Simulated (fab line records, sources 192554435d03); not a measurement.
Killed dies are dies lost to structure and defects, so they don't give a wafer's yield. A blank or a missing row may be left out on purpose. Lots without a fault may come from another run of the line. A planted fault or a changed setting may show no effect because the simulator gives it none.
A struck lot beside a sound one | flow n5_finfet | 15 steps out of a route of 1938
Sound: wafers L708.1, L708.4, L708.6. Struck: wafer L714.4. (L714.3, L714.6 of the same lot were not struck and are left out.) The cause comes at the end.
At each step with rows: each side's tool, then ch and its chambers, then its first start. Under that, the readings that differ: sound wafers | struck wafers | difference of the means | sigmas: that difference in standard deviations of wafers without a fault.
alike: readings whose means differ by less than 2 such deviations, and words and numbers that are the same on both sides. not compared: withheld readings, readings that some wafer has no value for, bounds like >300 that may hide the same value, and numbers for which the record gives no deviation and whose values overlap.
The two part at a step that has a row with sigmas, a row that says differs or no value, or rows on one side only. Numbers that don't overlap but have no deviation are shown without sigmas and don't part them. A reading that every wafer of one side lacks parts them only if that side has two wafers or more.

N5_BEOL_M7_TRENCH_ETCH_37: etches SiCOH lowk in C4F6/O2, target depth 93.478 nm, time 31.2 s.
  sound on rie_diel-02 ch 1,2,3; struck on rie_diel-02 ch 1
  alike: drypump_motor_current_A, oes_f_703_au, oes_o_777_au, oes_product_au, rf_vpp_V, showerhead_plenum_p_Torr, throttle_valve_pct
  not compared: rf_hours_counter_h
then, 2 steps without rows for these wafers: N5_BEOL_M7_ETCH_41 (etches SiCN in CH3F/O2, target depth 31.9 nm, time 57.8 s); N5_BEOL_M7_STRIP_80 (strips in N2/H2, time 10 s).
N5_BEOL_M7_OCD_MEAS_38:
  sound on ocd-01, day 11 15:48; struck on ocd-01, day 12 18:43
  alike: trench_depth_nm
then, 4 steps without rows for these wafers: N5_BEOL_M7_HM_STRIP_39 (strips TiN in peroxide tin strip, target depth 25 nm, time 158 s); N5_BEOL_M7_SRD_40 (time 30 s); N5_BEOL_M7_PRECLEAN_42 (cleans in residue remover, time 60 s); N5_BEOL_M7_SRD_43 (time 30 s).
N5_BEOL_M7_CD_MEAS_35: target cd 40 nm.
  sound on cd_sem-02, day 11 15:58; struck on cd_sem-03, day 12 18:52
  alike: cd_nm
N5_BEOL_M7_CURE_75: cures SiCOH lowk, time 120 s.
  sound on uv_cure-02 ch 1, day 11 16:01; struck on uv_cure-02 ch 0, day 12 19:01
  alike: lamp_power_pct, wafer_temp_C_max
N5_BEOL_M7_DEGAS_44: time 60 s.
  sound on pvd_sputter-02, day 11 16:30; struck on pvd_sputter-03, day 12 19:52
  alike: heater_power_w, susceptor_temp_C
N5_BEOL_M7_PRE_CLEAN_45: time 30 s.
  sound on pvd_sputter-02, day 11 16:32; struck on pvd_sputter-03, day 12 19:55
  reading              | sound                | struck | difference | sigmas
  susceptor_temp_C (C) | 249.71 249.91 250.15 | 250.37 | +0.45      | +2
  alike: heater_power_w
N5_BEOL_M7_ALD_77: deposits TaN, target thk 2 nm, pulse time 2 s, purge time 3 s.
  sound on ald_metal-02 ch 1,3, day 11 16:36; struck on ald_metal-02 ch 3, day 12 19:58
  reading    | sound    | struck | difference | sigmas
  ald_cycles | 40 40 40 | 44     | +4         |
  alike: heater_power_w, susceptor_temp_C
N5_BEOL_M7_SURFACE_TREAT_79:
  sound on pvd_sputter-03, day 11 17:07; struck on pvd_sputter-03, day 12 20:17
  not compared: throttle_valve_pct
N5_PASSIVATION_PROBE_49:
  the record has rows for the sound wafers here (prober-01, day 14 20:10) and none for the struck ones

WHERE THEY PART
First at N5_BEOL_M7_PRE_CLEAN_45; last, within this record, at N5_PASSIVATION_PROBE_49.

WHY: what the simulator had put in
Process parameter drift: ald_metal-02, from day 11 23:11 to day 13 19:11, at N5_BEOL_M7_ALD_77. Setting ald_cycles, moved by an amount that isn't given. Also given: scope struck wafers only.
